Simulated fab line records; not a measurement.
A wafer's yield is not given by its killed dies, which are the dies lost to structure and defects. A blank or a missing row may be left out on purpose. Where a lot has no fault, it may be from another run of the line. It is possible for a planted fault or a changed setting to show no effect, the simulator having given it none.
The tool behind it: which one? -- flow nand_harc -- 6 lots, 18 wafers sampled, at 4 steps of a route of 1159

## WHAT THE GAUGES SHOWED, per wafer
NHARC_A_CONTACT_INSPECT_44.
lot,measured,on,raw_defect_count
L265,day 16 19:08,defect_inspect-01,31 40 39
L269,day 17 03:46,defect_inspect-02,26 42 28
L271,day 17 20:49,defect_inspect-01,11 11 17
L278,day 20 00:59,defect_inspect-02,355 296 315
L285,day 21 16:25,defect_inspect-01,26 25 41
L286,day 22 07:47,defect_inspect-01,35 39 43

## TOOL THAT RAN EACH LOT (tool first, then ch and the chambers of the sampled wafers, then the start)
lot,NHARC_A_WL_FILL_CVD_20,NHARC_A_WL_FILL_CMP_12,NHARC_A_CONTACT_DEP_28
L265,"cvd_w-02 ch 0,1, day 16 11:59 or earlier","cmp-04 ch 0,3, day 16 11:59","acl_dep-03 ch 0, day 16 16:13"
L269,"cvd_w-02 ch 0,1, day 16 23:27 or earlier","cmp-04 ch 2,3, day 16 23:27","acl_dep-01 ch 0, day 17 00:57"
L271,"cvd_w-01 ch 0,1, day 17 16:41 or earlier","cmp-01 ch 2,3, day 17 16:41","acl_dep-02 ch 0, day 17 17:49"
L278,"cvd_w-02 ch 0,1, day 19 20:45 or earlier","cmp-04 ch 2,3, day 19 20:45","acl_dep-02 ch 0, day 19 22:38"
L285,"cvd_w-02 ch 1, day 21 12:11 or earlier","cmp-04 ch 0,1, day 21 12:11","acl_dep-03 ch 0, day 21 13:43"
L286,"cvd_w-01 ch 0,1, day 22 03:05 or earlier","cmp-01 ch 1,3, day 22 03:05","acl_dep-03 ch 0, day 22 05:25"
- NHARC_A_WL_FILL_CVD_20: deposits W, target thk 75 nm, time 5064 s.
- NHARC_A_WL_FILL_CMP_12: polishes, t overpolish 30 s, target thk 75 nm.
- NHARC_A_CONTACT_DEP_28: deposits aC, target thk 3600 nm.

## THE ANSWER, worked out from the rows above alone
Rule: usual is defined by the lots themselves. Put in order of their means at a reading, lots are off if they are a third of the lots or fewer, leave a main group of 4 or more, and stand apart from it by a gap of 3 or more times the standard deviation of the main group's means; of several such gaps the widest counts. The tables above print the reading to a certain number of digits; a main group whose means all agree to those digits is not used. A lot without any number at a reading at which 4 lots or more have one is off too. All remaining lots with rows at the step are treated as sound.
Off at NHARC_A_CONTACT_INSPECT_44 (raw_defect_count): L278. The main group: mean 30, standard deviation 9.1.
A tool fits if, at a process step before that reading, it ran every lot that is off, and no sound lot after the first of them. Those tools and the gauges at NHARC_A_CONTACT_INSPECT_44 are tried in the same way. With no start given for some of its lots, NHARC_A_WL_FILL_CVD_20 uses the hours and lot order of NHARC_A_WL_FILL_CMP_12. Undecided on this evidence; 2 tools fit (acl_dep-02 at NHARC_A_CONTACT_DEP_28, defect_inspect-02 at NHARC_A_CONTACT_INSPECT_44).

## WHAT HAD BEEN PUT IN BY THE SIMULATOR
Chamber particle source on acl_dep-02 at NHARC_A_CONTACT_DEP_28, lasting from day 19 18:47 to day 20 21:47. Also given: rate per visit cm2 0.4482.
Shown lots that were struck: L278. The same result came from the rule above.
